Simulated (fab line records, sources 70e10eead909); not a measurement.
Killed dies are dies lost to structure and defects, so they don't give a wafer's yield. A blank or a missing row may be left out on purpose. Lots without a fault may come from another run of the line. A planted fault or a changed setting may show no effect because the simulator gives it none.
Chamber matching | flow nand_harc | NHARC_P_GATE_ALD_36 on ald_sin-03: 4 sister chambers
The step deposits SiNx, target thk 20 nm, pulse time 60 s, ald cycles 223. 8 wafers are shown with their chamber, then 10 later ones without.

WAFERS WITH THEIR CHAMBER
wafer  | chamber | heater_power_w (W) | precursor_pulse_height_rel
L079.4 | 0       | 1158               | 0.954
L082.3 | 2       | 840                | 0.996
L082.5 | 0       | 1130               | 1.016
L085.4 | 1       | 1001               | 1.038
L085.1 | 2       | 831                | 1.028
L085.3 | 3       | 829                | 1.014
L089.1 | 3       | 857                | 0.959
L089.2 | 1       | 1018               | 0.991

WAFERS WITHOUT THEIR CHAMBER
wafer  | heater_power_w (W) | precursor_pulse_height_rel
L089.6 | 858                | 0.992
L091.4 | 849                | 1.016
L091.1 | 851                | 0.985
L091.2 | 1162               | 0.980
L093.2 | 855                | 1.010
L093.1 | 1156               | 0.975
L093.5 | 858                | 0.986
L095.2 | 1021               | 0.999
L095.4 | 882                | 1.025
L095.5 | 1138               | 0.977

WHICH CHAMBER EACH WENT THROUGH
wafer  | from the rows above     | in truth
L089.6 | can't be placed: 3 or 2 | 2
L091.4 | can't be placed: 2 or 3 | 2
L091.1 | can't be placed: 3 or 2 | 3
L091.2 | 0                       | 0
L093.2 | can't be placed: 3 or 2 | 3
L093.1 | 0                       | 0
L093.5 | can't be placed: 3 or 2 | 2
L095.2 | 1                       | 1
L095.4 | can't be placed: 3 or 2 | 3
L095.5 | 0                       | 0
Placed correctly: 4 of 10. Can't be placed from these rows: 6 (the true chamber is among the candidates in 6). Placed wrongly: 0.
How it was worked out, from the rows above alone: a wafer's distance from a chamber is the root of the sum, over the readings, of the square of ((its reading less the chamber's mean) divided by the reading's scatter). The wafer belongs to the nearest chamber; if the next one is less than 2 further off, it can't be placed. A chamber's mean is the mean of its shown wafers. The scatter: the root of (the sum of the squares of (reading less its chamber's mean) over the shown wafers, divided by (wafers less chambers)).
